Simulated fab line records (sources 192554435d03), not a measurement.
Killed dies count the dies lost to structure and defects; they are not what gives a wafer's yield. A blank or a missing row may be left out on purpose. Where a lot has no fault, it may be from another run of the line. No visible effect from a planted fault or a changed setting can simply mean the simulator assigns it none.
fab line records    flow n5-finfet
record: lots: 11  wafers: 33  last-day: 20
route steps=1938 shown BEOL_M14@1772 BEOL_M15@1785 PASSIVATION@1936
lots that met no fault: from a run of the same line without faults
start-h: the number of hours between the record's first day and the start of the first shown wafer of the lot    wait-h: how many hours have passed since the lot's step before this one    " same as the row above    L1.1+2: one row covering several wafers at once    - value missing, or start not given    * or withheld: withheld    < > ~ a bound
route shown NAME@n: names a module that has steps shown in the file, with the first one's number in the route    usual: average and standard deviation across the fault-free wafers    same: alike in all rows    chamber/n: place in a boat    sites: the reading at each site    _std_site: standard deviation of those values    _edge_site: mean of outer sites minus mean of inner sites    radius-mm: for every site, how far away it sits from the centre of the wafer    mask NAME#n: copy n    behind: the last tool/chamber to shape the wafer    hold: the reason the lot was held/the length of the hold in hours/how it ended    device: names the non-switching transistor (n, p or np)    end of line: the route-end tests of the same wafers    a step without rows: its recipe alone    killed: at the first sort, the dies lost to defects and structure; wafer yield is something else    map: shows each die of a wafer: x if killed, . if not, _ if none is there
set.NAME: the setting the step ran with; set.NAME@STEP: the setting that earlier step ran with    model.NAME: the simulator's own value behind a step, which no gauge read
steps of the route over a sample of lots; a table a step, a row a wafer
services: the hour from which a tool's chamber was out of use, counted from the record's first day as start-h (under 0 if before that day), plus the number of hours and why
== steps ==
step: N5_BEOL_M14_INSPECT_55
recipe: inspect-instrument: darkfield  mode: post-dep
usual: raw-defect-count: 63/21
lot.wafer  tool               chamber  start-h  wait-h  raw-defect-count
L320.1     defect-inspect-02  -        274.04   0.0     53
L320.2     "                  -        "        "       52
L320.5     "                  -        "        "       74
L323.1     defect-inspect-01  -        284.03   0.0     24
L323.2     "                  -        "        "       38
L323.6     "                  -        "        "       40
L321.1     defect-inspect-02  -        294.60   0.0     78
L321.3     "                  -        "        "       98
L321.5     "                  -        "        "       87
L327.1     defect-inspect-01  -        322.04   0.0     49
L327.5     "                  -        "        "       72
L327.6     "                  -        "        "       42
L326.2     defect-inspect-02  -        322.37   0.0     94
L326.3     "                  -        "        "       86
L326.5     "                  -        "        "       87
L328.1     defect-inspect-02  -        327.39   0.0     37
L328.3     "                  -        "        "       36
L328.6     "                  -        "        "       65
L334.2     defect-inspect-02  -        353.42   0.0     94
L334.3     "                  -        "        "       84
L334.4     "                  -        "        "       68
L332.1     defect-inspect-02  -        361.23   0.0     41
L332.2     "                  -        "        "       22
L332.5     "                  -        "        "       45
L337.1     defect-inspect-01  -        377.11   0.0     44
L337.4     "                  -        "        "       60
L337.5     "                  -        "        "       68
L340.1     defect-inspect-01  -        409.01   0.0     56
L340.3     "                  -        "        "       102
L340.5     "                  -        "        "       67
L341.1     defect-inspect-01  -        453.24   0.0     78
L341.2     "                  -        "        "       63
L341.3     "                  -        "        "       56
step: N5_BEOL_M15_INSPECT_12
recipe: mode: adi  inspect-instrument: macro
usual: raw-defect-count: 2.2/1.5
lot.wafer  tool               chamber  start-h  wait-h  raw-defect-count
L320.1     defect-inspect-02  -        274.68   0.0     0
L320.2     "                  -        "        "       4
L320.5     "                  -        "        "       3
L323.1     defect-inspect-02  -        284.80   0.0     3
L323.2     "                  -        "        "       2
L323.6     "                  -        "        "       1
L321.1     defect-inspect-01  -        295.24   0.0     0
L321.3     "                  -        "        "       2
L321.5     "                  -        "        "       1
L327.1     defect-inspect-01  -        322.69   0.0     1
L327.5     "                  -        "        "       2
L327.6     "                  -        "        "       0
L326.2     defect-inspect-01  -        323.15   0.0     2
L326.3     "                  -        "        "       3
L326.5     "                  -        "        "       1
L328.1     defect-inspect-01  -        328.04   0.0     3
L328.3     "                  -        "        "       3
L328.6     "                  -        "        "       2
L334.2     defect-inspect-01  -        354.07   0.0     2
L334.3     "                  -        "        "       4
L334.4     "                  -        "        "       7
L332.1     defect-inspect-01  -        362.01   0.0     3
L332.2     "                  -        "        "       2
L332.5     "                  -        "        "       2
L337.1     defect-inspect-02  -        377.88   0.0     2
L337.4     "                  -        "        "       3
L337.5     "                  -        "        "       2
L340.1     defect-inspect-01  -        409.78   0.0     4
L340.3     "                  -        "        "       2
L340.5     "                  -        "        "       1
L341.1     defect-inspect-01  -        453.88   0.0     2
L341.2     "                  -        "        "       2
L341.3     "                  -        "        "       1
step: N5_BEOL_M15_PEB_26
recipe: peb-temp-c: 130  peb-time-s: 90
usual: heater-power-total-W: 172.4/0.79  plate-temp-C: 130.03/0.12
lot.wafer  tool            chamber  start-h  wait-h  heater-power-total-W  plate-temp-C
L320.1     litho-track-03  0        276.11   0.1     172.0                 129.90
L320.2     "               0        "        "       172.0                 130.20
L320.5     "               0        "        "       172.7                 130.14
L323.1     litho-track-05  0        286.09   0.1     172.9                 129.95
L323.2     "               0        "        "       172.0                 129.96
L323.6     "               0        "        "       172.9                 130.03
L321.1     litho-track-03  0        296.73   0.1     172.2                 130.05
L321.3     "               0        "        "       172.7                 130.16
L321.5     "               0        "        "       172.5                 129.89
L327.1     litho-track-03  0        324.07   0.1     165.6                 126.76
L327.5     "               0        "        "       166.7                 126.70
L327.6     "               0        "        "       166.9                 126.54
L326.2     litho-track-01  0        324.57   0.0     173.8                 130.17
L326.3     "               0        "        "       172.5                 130.25
L326.5     "               0        "        "       171.2                 129.86
L328.1     litho-track-03  0        329.45   0.1     167.1                 126.45
L328.3     "               0        "        "       165.8                 126.52
L328.6     "               0        "        "       166.9                 126.62
L334.2     litho-track-01  0        355.36   0.0     172.9                 130.11
L334.3     "               0        "        "       172.5                 129.86
L334.4     "               0        "        "       172.3                 129.74
L332.1     litho-track-01  0        363.53   0.1     173.0                 130.07
L332.2     "               0        "        "       171.2                 130.06
L332.5     "               0        "        "       172.8                 130.05
L337.1     litho-track-05  0        379.17   0.1     172.8                 130.00
L337.4     "               0        "        "       172.2                 129.96
L337.5     "               0        "        "       172.1                 129.98
L340.1     litho-track-01  0        411.19   0.1     173.9                 130.03
L340.3     "               0        "        "       172.6                 130.16
L340.5     "               0        "        "       171.8                 130.02
L341.1     litho-track-03  0        455.21   0.1     172.4                 130.28
L341.2     "               0        "        "       172.1                 129.97
L341.3     "               0        "        "       171.8                 130.03
step: N5_BEOL_M15_CD_MEAS_28
recipe: target-cd-nm: 407.6  landing-energy-ev: 500  detector: se-inlens
usual: cd-nm: 408.2/2.3
same: landing-energy-ev: 500
lot.wafer  tool       chamber  start-h  wait-h  cd-nm
L320.1     cd-sem-01  0        276.23   -       406.7
L320.2     "          0        "        "       408.4
L320.5     "          0        "        "       407.4
L323.1     cd-sem-02  0        286.21   -       408.6
L323.2     "          0        "        "       409.9
L323.6     "          0        "        "       409.6
L321.1     cd-sem-03  0        296.84   -       406.6
L321.3     "          0        "        "       405.3
L321.5     "          0        "        "       409.5
L327.1     cd-sem-03  0        324.19   -       392.1
L327.5     "          0        "        "       390.9
L327.6     "          0        "        "       390.7
L326.2     cd-sem-03  0        324.68   -       409.9
L326.3     "          0        "        "       410.6
L326.5     "          0        "        "       408.1
L328.1     cd-sem-02  0        329.57   -       392.2
L328.3     "          0        "        "       392.6
L328.6     "          0        "        "       390.9
L334.2     cd-sem-01  0        355.47   -       409.1
L334.3     "          0        "        "       411.2
L334.4     "          0        "        "       408.0
L332.1     cd-sem-03  0        363.64   -       412.0
L332.2     "          0        "        "       414.0
L332.5     "          0        "        "       410.1
L337.1     cd-sem-03  0        379.29   -       406.9
L337.4     "          0        "        "       405.8
L337.5     "          0        "        "       406.1
L340.1     cd-sem-01  0        411.31   -       406.8
L340.3     "          0        "        "       407.2
L340.5     "          0        "        "       405.4
L341.1     cd-sem-01  0        455.32   -       404.4
L341.2     "          0        "        "       403.7
L341.3     "          0        "        "       406.0
step: N5_BEOL_M15_STRIP_62
recipe: chemistry: O2  power-w: 600  temp-c: 60  pressure-mtorr: 30  rf-frequency-hz: 6e+07  bias-power-w: 0  overash-fraction: 0.3  o2-flow-sccm: 225
usual: drypump-motor-current-A: 5.7/0.44  oes-product-au: 0.76/0.059  rf-vpp-V: 3.7/0.49  showerhead-plenum-p-Torr: 2.08/0.075  throttle-valve-pct: 16.66/0.17
lot.wafer  tool         chamber  start-h  wait-h  drypump-motor-current-A  oes-product-au  rf-hours-counter-h  rf-vpp-V  showerhead-plenum-p-Torr  throttle-valve-pct
L320.1     rie-diel-05  3        -        -       6.1                      0.74            181                 3.9       2.10                      16.76
L320.2     "            2        "        "       4.8                      0.82            81                  2.8       2.12                      16.54
L320.5     "            1        "        "       6.5                      0.86            -                   3.3       2.05                      16.49
L323.1     rie-diel-06  2        -        -       6.1                      0.75            140                 4.3       2.12                      16.98
L323.2     "            1        "        "       5.5                      0.77            150                 4.1       1.93                      16.78
L323.6     "            3        "        "       5.7                      0.72            -                   3.4       2.15                      16.61
L321.1     rie-diel-05  1        -        -       6.5                      0.85            40                  3.6       2.05                      16.50
L321.3     "            0        "        "       5.6                      0.68            240                 4.6       2.07                      16.93
L321.5     "            2        "        "       4.8                      0.82            -                   3.2       2.12                      16.55
L327.1     rie-diel-03  1        -        -       5.4                      0.83            85                  3.5       2.02                      16.45
L327.5     "            2        "        "       6.2                      0.71            -                   4.4       1.98                      16.43
L327.6     "            1        "        "       5.4                      0.83            -                   4.1       2.02                      16.44
L326.2     rie-diel-06  2        -        -       6.0                      0.74            151                 3.2       2.11                      16.99
L326.3     "            3        "        "       5.7                      0.72            194                 4.0       2.15                      16.63
L326.5     "            0        "        "       5.9                      0.71            -                   2.8       2.16                      16.55
L328.1     rie-diel-06  1        -        -       5.6                      0.76            163                 4.3       1.92                      16.82
L328.3     "            2        "        "       6.0                      0.74            152                 4.4       2.11                      16.99
L328.6     "            2        "        "       6.0                      0.74            -                   4.1       2.11                      17.01
L334.2     rie-diel-05  0        -        -       5.6                      0.95            3                   3.9       2.07                      16.51
L334.3     "            3        "        "       6.1                      0.72            205                 3.8       2.10                      16.79
L334.4     "            2        "        "       4.9                      0.80            103                 3.9       2.11                      16.57
L332.1     rie-diel-06  1        -        -       5.5                      0.75            172                 3.7       1.92                      16.84
L332.2     "            3        "        "       5.7                      0.71            208                 3.2       2.14                      16.65
L332.5     "            3        "        "       5.7                      0.71            -                   3.4       2.14                      16.66
L337.1     rie-diel-05  3        -        -       6.1                      0.71            210                 3.8       2.09                      16.82
L337.4     "            0        "        "       5.5                      0.93            9                   3.7       2.07                      16.51
L337.5     "            2        "        "       4.8                      0.80            -                   3.5       2.11                      16.60
L340.1     rie-diel-06  2        -        -       6.0                      0.72            176                 3.2       2.10                      17.05
L340.3     "            1        "        "       5.5                      0.74            184                 3.5       1.92                      16.88
L340.5     "            0        "        "       5.9                      0.70            -                   4.7       2.15                      16.62
L341.1     rie-diel-03  1        -        -       5.4                      0.79            119                 3.3       2.01                      16.52
L341.2     "            2        "        "       6.1                      0.68            249                 3.1       1.97                      16.49
L341.3     "            3        "        "       5.1                      0.74            177                 3.5       2.17                      16.77
step: N5_PASSIVATION_PROBE_49
usual: defect-limited-yield: 91.1/1.4  killed_at_M0_to_M3: 32/9.3  killed_at_M4_up: 13/5.8  killed-at-contacts: 12/6.3  killed-at-front-end: 44/12  killed-at-other: 3.6/2.7  killed-dies: 104/17  killed-open: 69/13  killed-short: 34/6.9  sort_bin_5_function: 5.2/0.98  sort_bin_6_memory: 3.3/0.59  sort_bin_8_speed: 0.01/0.039  sort-n-pass: 1075/17
same: gross-dies: 1180  killed-at-back-side: 0  sort_bin_4_leakage[%]: 0
lot.wafer  tool       chamber  start-h  wait-h  defect-limited-yield[%]  killed_at_M0_to_M3  killed_at_M4_up  killed-at-contacts  killed-at-front-end  killed-at-other  killed-dies  killed-open  killed-short  sort_bin_5_function[%]  sort_bin_6_memory[%]  sort_bin_8_speed[%]  sort-n-pass
L320.1     prober-02  -        301.94   0.0     90.1                     21                  18               24                  47                   7                117          84           32            6.5                     3.1                   0                    1063
L320.2     prober-02  -        301.99   0.1     91.7                     24                  23               8                   40                   3                98           56           31            4.0                     3.6                   0                    1082
L320.5     prober-02  -        302.14   0.2     91.5                     27                  15               13                  38                   7                100          71           28            5.8                     2.5                   0                    1080
L323.1     prober-01  -        307.96   0.0     90.3                     25                  12               15                  57                   6                115          78           36            5.8                     3.6                   0                    1065
L323.2     prober-01  -        308.01   0.1     92.8                     18                  8                6                   52                   1                85           62           22            4.2                     2.9                   0                    1095
L323.6     prober-01  -        308.21   0.3     88.6                     30                  11               13                  76                   4                134          88           46            7.5                     3.5                   0                    1046
L321.1     prober-02  -        318.92   0.0     92.1                     32                  14               4                   38                   5                93           56           35            4.2                     3.1                   0                    1087
L321.3     prober-02  -        319.02   0.1     92.6                     36                  13               9                   24                   5                87           65           22            5.0                     2.2                   0                    1093
L321.5     prober-02  -        319.12   0.2     92.8                     27                  9                7                   40                   2                85           50           34            4.4                     2.5                   0                    1095
L327.1     prober-02  -        340.32   0.0     91.0                     44                  12               8                   40                   2                106          63           43            5.4                     3.1                   0                    1074
L327.5     prober-02  -        340.52   0.2     91.8                     39                  5                21                  30                   2                97           55           42            5.0                     2.9                   0                    1083
L327.6     prober-02  -        340.57   0.3     91.5                     41                  11               11                  35                   2                100          55           45            4.1                     3.6                   0                    1080
L326.2     prober-01  -        341.14   0.1     89.6                     41                  6                17                  53                   6                123          91           32            6.5                     3.4                   0                    1057
L326.3     prober-01  -        341.19   0.1     91.4                     24                  12               16                  47                   3                102          64           36            5.3                     3.1                   0.08                 1078
L326.5     prober-01  -        341.29   0.2     92.5                     34                  9                7                   36                   3                89           55           32            4.2                     3.0                   0.17                 1091
L328.1     prober-01  -        345.08   0.0     90.1                     48                  18               18                  32                   1                117          84           32            6.0                     3.7                   0                    1063
L328.3     prober-01  -        345.18   0.1     88.5                     38                  24               21                  52                   1                136          98           38            7.1                     4.2                   0                    1044
L328.6     prober-01  -        345.33   0.3     89.2                     44                  15               26                  43                   0                128          78           50            6.1                     4.1                   0                    1052
L334.2     prober-02  -        376.23   0.1     88.6                     34                  9                18                  69                   4                134          91           43            7.0                     3.8                   0                    1046
L334.3     prober-02  -        376.28   0.1     88.6                     40                  10               8                   73                   3                134          94           36            6.8                     3.8                   0                    1046
L334.4     prober-02  -        376.33   0.2     90.6                     34                  8                10                  53                   6                111          77           32            4.9                     3.9                   0                    1069
L332.1     prober-01  -        387.06   0.0     90.9                     26                  27               14                  34                   6                107          71           36            5.1                     3.8                   0                    1073
L332.2     prober-01  -        387.11   0.1     91.2                     23                  19               16                  46                   0                104          61           43            5.3                     3.0                   0                    1076
L332.5     prober-01  -        387.26   0.2     89.3                     51                  19               5                   46                   5                126          70           56            5.6                     4.6                   0                    1054
L337.1     prober-02  -        396.18   0.0     89.9                     48                  17               7                   37                   10               119          90           27            5.8                     4.1                   0                    1061
L337.4     prober-02  -        396.33   0.2     92.0                     26                  7                10                  44                   7                94           62           31            4.0                     3.6                   0                    1086
L337.5     prober-02  -        396.38   0.2     91.9                     30                  13               18                  25                   10               96           61           31            4.8                     3.0                   0                    1084
L340.1     prober-02  -        429.62   0.0     91.6                     27                  10               6                   54                   2                99           63           36            5.9                     2.2                   0                    1081
L340.3     prober-02  -        429.72   0.1     92.4                     19                  12               20                  36                   3                90           69           20            4.7                     2.6                   0                    1090
L340.5     prober-02  -        429.82   0.2     89.4                     34                  8                18                  59                   6                125          92           32            5.8                     4.3                   0                    1055
L341.1     prober-01  -        470.30   0.0     90.3                     46                  18               9                   42                   0                115          70           38            5.2                     3.6                   0                    1065
L341.2     prober-01  -        470.35   0.1     91.4                     32                  7                13                  47                   2                101          63           35            5.3                     3.1                   0                    1079
L341.3     prober-01  -        470.40   0.1     92.6                     43                  6                10                  26                   2                87           55           31            3.8                     3.1                   0                    1093
killed by level:class
L320.1 MOL_CONTACT_COAG:geometric-particle:open=19 FIN_SAQP:geometric-particle:open=13 BEOL_M4:geometric-particle:open=10 FIN_SAQP:geometric-particle:short=8 STI_FIN_REVEAL:geometric-particle:open=8 BEOL_M0_SAQP:geometric-particle:open=6 MOL_CONTACT_COAG:geometric-particle:short=5 BEOL_M0_SAQP:geometric-particle:short=5
L320.2 BEOL_M4:geometric-particle:open=13 MOL_CONTACT_COAG:geometric-particle:open=8 BEOL_M0_SAQP:geometric-particle:open=8 HKMG_FIN:area-etch=8 FIN_SAQP:geometric-particle:short=6 GATE_CUT:geometric-particle:short=6 FIN_SAQP:geometric-particle:open=5 BEOL_M0_SAQP:geometric-particle:short=5
L320.5 FIN_SAQP:geometric-particle:open=15 MOL_CONTACT_COAG:geometric-particle:open=12 BEOL_M3:geometric-particle:open=8 FIN_SAQP:geometric-particle:short=7 STI_FIN_REVEAL:geometric-particle:open=7 BEOL_M0_SAQP:geometric-particle:short=7 BEOL_M4:geometric-particle:open=5 BEOL_M4:geometric-particle:short=4
L323.1 STI_FIN_REVEAL:geometric-particle:open=32 MOL_CONTACT_COAG:geometric-particle:open=11 STI_FIN_REVEAL:geometric-particle:short=9 BEOL_M0_SAQP:geometric-particle:open=7 BEOL_M2:geometric-particle:open=7 BEOL_M0_SAQP:geometric-particle:short=6 GATE_CUT:geometric-particle:short=4 MOL_CONTACT_COAG:geometric-particle:short=4
L323.2 STI_FIN_REVEAL:geometric-particle:open=17 GATE_CUT:geometric-particle:short=7 GATE_CUT:geometric-particle:open=7 MOL_CONTACT_COAG:geometric-particle:open=6 BEOL_M0:geometric-particle:open=5 BEOL_M2:geometric-particle:open=5 FIN_SAQP:geometric-particle:short=4 DUMMY_GATE:geometric-particle:open=4
L323.6 STI_FIN_REVEAL:geometric-particle:open=27 GATE_CUT:geometric-particle:short=12 BEOL_M2:geometric-particle:open=10 MOL_CONTACT_COAG:geometric-particle:open=8 GATE_CUT:geometric-particle:open=7 BEOL_M0_SAQP:geometric-particle:short=6 FIN_SAQP:geometric-particle:short=5 FIN_SAQP:geometric-particle:open=5
L321.1 FIN_SAQP:geometric-particle:short=10 FIN_SAQP:geometric-particle:open=9 BEOL_M3:geometric-particle:open=9 BEOL_M0_SAQP:geometric-particle:short=8 STI_FIN_REVEAL:geometric-particle:open=6 BEOL_M0_SAQP:geometric-particle:open=4 BEOL_M1:geometric-particle:open=4 BEOL_M5:geometric-particle:open=4
L321.3 BEOL_M0_SAQP:geometric-particle:short=9 BEOL_M3:geometric-particle:open=8 BEOL_M2:geometric-particle:open=7 MOL_CONTACT_COAG:geometric-particle:open=6 BEOL_M1:geometric-particle:open=6 BEOL_M6:geometric-particle:open=5 ILD0:geometric-particle:open=5 BEOL_M0_SAQP:geometric-particle:open=5
L321.5 BEOL_M2:geometric-particle:open=9 FIN_SAQP:geometric-particle:short=8 STI_FIN_REVEAL:geometric-particle:open=8 MOL_CONTACT_COAG:geometric-particle:open=6 GATE_CUT:geometric-particle:short=5 BEOL_M3:geometric-particle:open=5 DUMMY_GATE:geometric-particle:open=4 BEOL_M1:geometric-particle:open=4
L327.1 FIN_SAQP:geometric-particle:open=15 BEOL_M0_SAQP:geometric-particle:short=13 FIN_SAQP:geometric-particle:short=8 MOL_CONTACT_COAG:geometric-particle:open=7 BEOL_M0_SAQP:geometric-particle:open=6 BEOL_M2:geometric-particle:open=5 STI_FIN_REVEAL:geometric-particle:open=5 BEOL_M1:geometric-particle:open=5
L327.5 MOL_CONTACT_COAG:geometric-particle:open=16 BEOL_M0_SAQP:geometric-particle:open=14 BEOL_M0_SAQP:geometric-particle:short=11 FIN_SAQP:geometric-particle:short=10 MOL_CONTACT_COAG:geometric-particle:short=5 GATE_CUT:geometric-particle:short=4 BEOL_M1:geometric-particle:open=4 STI_FIN_REVEAL:geometric-particle:open=3
L327.6 FIN_SAQP:geometric-particle:short=13 BEOL_M0_SAQP:geometric-particle:open=10 BEOL_M0_SAQP:geometric-particle:short=8 MOL_CONTACT_COAG:geometric-particle:open=6 BEOL_M2:geometric-particle:open=6 BEOL_M3:geometric-particle:open=6 FIN_SAQP:geometric-particle:open=5 MOL_CONTACT_COAG:geometric-particle:short=5
L326.2 MOL_CONTACT_COAG:geometric-particle:open=16 STI_FIN_REVEAL:geometric-particle:open=10 FIN_SAQP:geometric-particle:open=9 BEOL_M3:geometric-particle:open=8 BEOL_M1:geometric-particle:open=7 BEOL_M2:geometric-particle:open=7 FIN_SAQP:geometric-particle:short=6 BEOL_M0_SAQP:geometric-particle:open=6
L326.3 FIN_SAQP:geometric-particle:short=15 MOL_CONTACT_COAG:geometric-particle:open=15 BEOL_M1:geometric-particle:open=11 FIN_SAQP:geometric-particle:open=6 DUMMY_GATE:geometric-particle:open=5 BEOL_M2:geometric-particle:open=4 STI_FIN_REVEAL:geometric-particle:open=3 ILD0:geometric-particle:short=3
L326.5 BEOL_M0_SAQP:geometric-particle:short=9 STI_FIN_REVEAL:geometric-particle:open=8 GATE_CUT:geometric-particle:open=8 BEOL_M0_SAQP:geometric-particle:open=6 BEOL_M4:geometric-particle:open=6 GATE_CUT:geometric-particle:short=4 MOL_CONTACT_COAG:geometric-particle:open=4 BEOL_M3:geometric-particle:open=4
L328.1 BEOL_M2:geometric-particle:open=23 MOL_CONTACT_COAG:geometric-particle:open=15 BEOL_M4:geometric-particle:open=12 BEOL_M0_SAQP:geometric-particle:open=10 BEOL_M0_SAQP:geometric-particle:short=10 FIN_SAQP:geometric-particle:open=7 FIN_SAQP:geometric-particle:short=6 STI_FIN_REVEAL:geometric-particle:open=5
L328.3 BEOL_M2:geometric-particle:open=21 MOL_CONTACT_COAG:geometric-particle:open=17 STI_FIN_REVEAL:geometric-particle:open=12 BEOL_M4:geometric-particle:open=9 FIN_SAQP:geometric-particle:open=7 DUMMY_GATE:geometric-particle:open=6 BEOL_M0_SAQP:geometric-particle:short=6 FIN_SAQP:geometric-particle:short=5
L328.6 BEOL_M2:geometric-particle:open=20 MOL_CONTACT_COAG:geometric-particle:open=17 BEOL_M1:geometric-particle:short=10 MOL_CONTACT_COAG:geometric-particle:short=9 FIN_SAQP:geometric-particle:short=8 STI_FIN_REVEAL:geometric-particle:open=7 BEOL_M4:geometric-particle:open=7 DUMMY_GATE:geometric-particle:open=6
L334.2 STI_FIN_REVEAL:geometric-particle:open=18 MOL_CONTACT_COAG:geometric-particle:open=15 GATE_CUT:geometric-particle:short=11 BEOL_M0_SAQP:geometric-particle:short=11 FIN_SAQP:geometric-particle:open=9 DUMMY_GATE:geometric-particle:open=9 BEOL_M0_SAQP:geometric-particle:open=9 BEOL_M2:geometric-particle:open=9
L334.3 STI_FIN_REVEAL:geometric-particle:open=18 FIN_SAQP:geometric-particle:open=16 DUMMY_GATE:geometric-particle:open=11 FIN_SAQP:geometric-particle:short=9 BEOL_M2:geometric-particle:open=8 BEOL_M0:geometric-particle:open=8 MOL_CONTACT_COAG:geometric-particle:open=7 BEOL_M4:geometric-particle:open=7
L334.4 BEOL_M0_SAQP:geometric-particle:open=10 STI_FIN_REVEAL:geometric-particle:open=8 MOL_CONTACT_COAG:geometric-particle:open=8 FIN_SAQP:geometric-particle:open=7 STARTING-WAFER:geometric-particle:open=7 GATE_CUT:geometric-particle:short=6 BEOL_M3:geometric-particle:open=6 FIN_SAQP:geometric-particle:short=5
L332.1 BEOL_M4:geometric-particle:open=12 GATE_CUT:geometric-particle:short=10 MOL_CONTACT_COAG:geometric-particle:open=10 BEOL_M1:geometric-particle:open=8 BEOL_M0_SAQP:geometric-particle:short=5 STARTING-WAFER:geometric-particle:open=5 FIN_SAQP:geometric-particle:open=4 MOL_CONTACT_COAG:geometric-particle:short=4
L332.2 FIN_SAQP:geometric-particle:short=13 MOL_CONTACT_COAG:geometric-particle:open=12 FIN_SAQP:geometric-particle:open=8 BEOL_M0_SAQP:geometric-particle:short=7 DUMMY_GATE:geometric-particle:open=6 BEOL_M4:geometric-particle:open=6 BEOL_M1:geometric-particle:open=5 GATE_CUT:geometric-particle:short=4
L332.5 BEOL_M0_SAQP:geometric-particle:short=14 BEOL_M0_SAQP:geometric-particle:open=13 BEOL_M1:geometric-particle:open=8 BEOL_M4:geometric-particle:short=7 FIN_SAQP:geometric-particle:open=6 STI_FIN_REVEAL:geometric-particle:open=6 BEOL_M0:geometric-particle:open=5 FIN_SAQP:geometric-particle:short=4
L337.1 BEOL_M2:geometric-particle:open=14 STI_FIN_REVEAL:geometric-particle:open=12 BEOL_M4:geometric-particle:open=11 BEOL_M0:geometric-particle:open=11 BEOL_M3:geometric-particle:open=11 FIN_SAQP:geometric-particle:short=7 MOL_CONTACT_COAG:geometric-particle:open=6 DUMMY_GATE:geometric-particle:open=4
L337.4 FIN_SAQP:geometric-particle:open=10 FIN_SAQP:geometric-particle:short=9 MOL_CONTACT_COAG:geometric-particle:open=9 BEOL_M2:geometric-particle:open=7 DUMMY_GATE:geometric-particle:open=5 BEOL_M0_SAQP:geometric-particle:open=5 BEOL_M3:geometric-particle:open=4 PAD_METAL:geometric-particle:short=4
L337.5 MOL_CONTACT_COAG:geometric-particle:open=14 FIN_SAQP:geometric-particle:open=8 BEOL_M4:geometric-particle:open=7 BEOL_M2:geometric-particle:open=7 MIM_BOT:geometric-particle:short=6 FIN_SAQP:geometric-particle:short=5 BEOL_M0_SAQP:geometric-particle:open=5 BEOL_M5:geometric-particle:open=5
L340.1 FIN_SAQP:geometric-particle:open=10 STI_FIN_REVEAL:geometric-particle:open=8 DUMMY_GATE:geometric-particle:open=7 FIN_SAQP:geometric-particle:short=6 BEOL_M0_SAQP:geometric-particle:open=6 STI_FIN_REVEAL:geometric-particle:short=5 MOL_CONTACT_COAG:geometric-particle:open=5 BEOL_M1:geometric-particle:open=5
L340.3 MOL_CONTACT_COAG:geometric-particle:open=18 STI_FIN_REVEAL:geometric-particle:open=12 FIN_SAQP:geometric-particle:open=5 BEOL_M0_SAQP:geometric-particle:short=5 BEOL_M1:geometric-particle:open=5 BEOL_M5:geometric-particle:open=5 BEOL_M2:geometric-particle:open=4 FIN_SAQP:geometric-particle:short=3
L340.5 FIN_SAQP:geometric-particle:open=15 MOL_CONTACT_COAG:geometric-particle:open=15 STI_FIN_REVEAL:geometric-particle:open=14 BEOL_M0_SAQP:geometric-particle:short=9 FIN_SAQP:geometric-particle:short=8 BEOL_M2:geometric-particle:open=7 DUMMY_GATE:geometric-particle:open=6 BEOL_M3:geometric-particle:open=6
L341.1 FIN_SAQP:geometric-particle:short=10 MOL_CONTACT_COAG:geometric-particle:open=8 BEOL_M0_SAQP:geometric-particle:short=8 BEOL_M0_SAQP:geometric-particle:open=8 BEOL_M3:geometric-particle:open=7 BEOL_M1:geometric-particle:open=7 BEOL_M2:geometric-particle:open=7 DUMMY_GATE:geometric-particle:open=5
L341.2 STI_FIN_REVEAL:geometric-particle:open=12 MOL_CONTACT_COAG:geometric-particle:open=10 FIN_SAQP:geometric-particle:open=7 BEOL_M0_SAQP:geometric-particle:short=7 BEOL_M2:geometric-particle:open=7 FIN_SAQP:geometric-particle:short=6 STI_FIN_REVEAL:geometric-particle:short=6 BEOL_M1:geometric-particle:open=6
L341.3 MOL_CONTACT_COAG:geometric-particle:open=9 BEOL_M1:geometric-particle:open=8 BEOL_M2:geometric-particle:open=8 BEOL_M0_SAQP:geometric-particle:open=7 BEOL_M0_SAQP:geometric-particle:short=7 STARTING-WAFER:geometric-particle:short=5 STARTING-WAFER:geometric-particle:open=5 FIN_SAQP:geometric-particle:short=4
== services ==
tool            chamber  start-h  hours  kind
litho-track-03  -        257.94   -      consumable-replace:filter
rie-diel-06     3        291.19   8.3    repair
rie-diel-05     0        320.99   2.0    repair
rie-diel-06     1        332.37   8.2    repair
rie-diel-05     0        334.81   -      clean
rie-diel-05     0        334.81   -      consumable-replace:focus-ring
rie-diel-05     0        334.81   13.4   scheduled-down
rie-diel-05     0        334.81   13.4   vent-cycle
rie-diel-03     1        353.01   10.2   repair
rie-diel-03     2        354.84   6.4    repair
litho-track-01  -        362.01   -      consumable-replace:filter
rie-diel-05     3        398.86   1.8    repair
rie-diel-06     3        407.97   4.8    repair
litho-track-03  -        416.22   -      consumable-replace:filter
rie-diel-06     3        447.28   4.0    repair
rie-diel-03     0        455.25   -      clean
rie-diel-03     0        455.25   -      consumable-replace:focus-ring
== key ==
first-sign: step: N5_BEOL_M15_PEB_26  reading: plate-temp-C  direction: down  sigmas: 30  usual: *  struck: *
effect: step: N5_BEOL_M15_PEB_26  reading: heater-power-total-W  direction: down  sigmas: 7.5  usual: *  struck: *
effect: step: N5_BEOL_M15_CD_MEAS_28  reading: cd-nm  direction: down  sigmas: 7.4  usual: 408.2  struck: 391.5  through: control-loop
met-at N5_BEOL_M15_PEB_26
struck-lots L327,L328
loop-trim: step: N5_BEOL_M15_EXPOSE_25  setting: dose  lots: L328
not-acting-at N5_BEOL_M14_INSPECT_55,N5_BEOL_M15_INSPECT_12,N5_BEOL_M15_STRIP_62
onset-between 296.73 324.07
fault: kind: process-parameter-drift  tool: litho-track-03  chamber: -  onset-h: 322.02  steps: N5_BEOL_M15_PEB_26  channel: peb-temp-c  offset: *  shape: step  end-h: 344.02  acts-in: *  stated: *
loop-trim: a control loop set the setting to another value than it would have without faults
